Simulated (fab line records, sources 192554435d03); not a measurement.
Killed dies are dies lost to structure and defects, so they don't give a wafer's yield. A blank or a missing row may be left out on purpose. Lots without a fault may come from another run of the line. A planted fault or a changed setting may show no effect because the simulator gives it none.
Chamber matching | flow n5_finfet | N5_BEOL_M8_DESCUM_33 on rie_diel-05: 4 sister chambers
The step chemistry O2, time 7 s. 8 wafers are shown with their chamber, then 11 later ones without.

WAFERS WITH THEIR CHAMBER
wafer  | chamber | drypump_motor_current_A (A) | throttle_valve_pct (%)
L084.1 | 1       | 5.2                         | 20.25
L084.4 | 0       | 6.0                         | 20.08
L086.1 | 1       | 5.2                         | 20.24
L086.3 | 0       | 6.1                         | 20.09
L090.2 | 2       | 6.3                         | 20.57
L090.4 | 3       | 5.6                         | 20.33
L090.6 | 2       | 6.3                         | 20.56
L092.1 | 3       | 5.6                         | 20.35

WAFERS WITHOUT THEIR CHAMBER
wafer  | drypump_motor_current_A (A) | throttle_valve_pct (%)
L092.2 | 6.1                         | 20.11
L092.3 | 6.4                         | 20.56
L093.1 | 6.1                         | 20.13
L093.2 | 5.6                         | 20.35
L093.3 | 6.3                         | 20.57
L096.2 | 5.2                         | 20.26
L096.3 | 5.6                         | 20.36
L096.6 | 5.6                         | 20.37
L097.1 | 6.4                         | 20.59
L097.3 | 5.6                         | 20.37
L097.6 | 6.4                         | 20.58

WHICH CHAMBER EACH WENT THROUGH
wafer  | from the rows above | in truth
L092.2 | 0                   | 0
L092.3 | 2                   | 2
L093.1 | 0                   | 0
L093.2 | 3                   | 3
L093.3 | 2                   | 2
L096.2 | 1                   | 1
L096.3 | 3                   | 3
L096.6 | 3                   | 3
L097.1 | 2                   | 2
L097.3 | 3                   | 3
L097.6 | 2                   | 2
Placed correctly: 11 of 11. Can't be placed from these rows: 0. Placed wrongly: 0.
How it was worked out, from the rows above alone: a wafer's distance from a chamber is the root of the sum, over the readings, of the square of ((its reading less the chamber's mean) divided by the reading's scatter). The wafer belongs to the nearest chamber; if the next one is less than 2 further off, it can't be placed. A chamber's mean is the mean of its shown wafers. The scatter: the root of (the sum of the squares of (reading less its chamber's mean) over the shown wafers, divided by (wafers less chambers)).
